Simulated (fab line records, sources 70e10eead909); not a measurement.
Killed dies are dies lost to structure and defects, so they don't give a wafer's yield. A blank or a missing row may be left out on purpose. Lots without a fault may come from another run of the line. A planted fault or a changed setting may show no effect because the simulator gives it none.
Chamber matching | flow nand_harc | NHARC_A_CHANNEL_FILL_D1_ALD_02 on ald_hk-03: 4 sister chambers
The step deposits SiO2, target thk 6 nm, pulse time 10 s, ald cycles 60. 8 wafers are shown with their chamber, then 8 later ones without.

WAFERS WITH THEIR CHAMBER
wafer  | chamber | heater_power_w (W) | precursor_pulse_height_rel
L085.3 | 2       | 558                | 0.987
L085.4 | 3       | 404                | 1.028
L085.5 | 0       | 475                | 0.986
L085.6 | 1       | 491                | 0.990
L091.1 | 1       | 499                | 1.014
L091.2 | 2       | 540                | 0.968
L091.3 | 3       | 401                | 0.995
L091.4 | 0       | 482                | 1.015

WAFERS WITHOUT THEIR CHAMBER
wafer  | heater_power_w (W) | precursor_pulse_height_rel
L091.5 | 467                | 1.010
L091.6 | 406                | 0.971
L093.1 | 404                | 1.010
L093.2 | 559                | 1.015
L093.3 | 495                | 1.034
L093.4 | 464                | 0.970
L093.5 | 570                | 0.999
L093.6 | 492                | 0.992

WHICH CHAMBER EACH WENT THROUGH
wafer  | from the rows above     | in truth
L091.5 | 0                       | 0
L091.6 | 3                       | 3
L093.1 | 3                       | 3
L093.2 | 2                       | 2
L093.3 | can't be placed: 1 or 0 | 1
L093.4 | can't be placed: 0 or 1 | 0
L093.5 | 2                       | 2
L093.6 | can't be placed: 1 or 0 | 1
Placed correctly: 5 of 8. Can't be placed from these rows: 3 (the true chamber is among the candidates in 3). Placed wrongly: 0.
How it was worked out, from the rows above alone: a wafer's distance from a chamber is the root of the sum, over the readings, of the square of ((its reading less the chamber's mean) divided by the reading's scatter). The wafer belongs to the nearest chamber; if the next one is less than 2 further off, it can't be placed. A chamber's mean is the mean of its shown wafers. The scatter: the root of (the sum of the squares of (reading less its chamber's mean) over the shown wafers, divided by (wafers less chambers)).
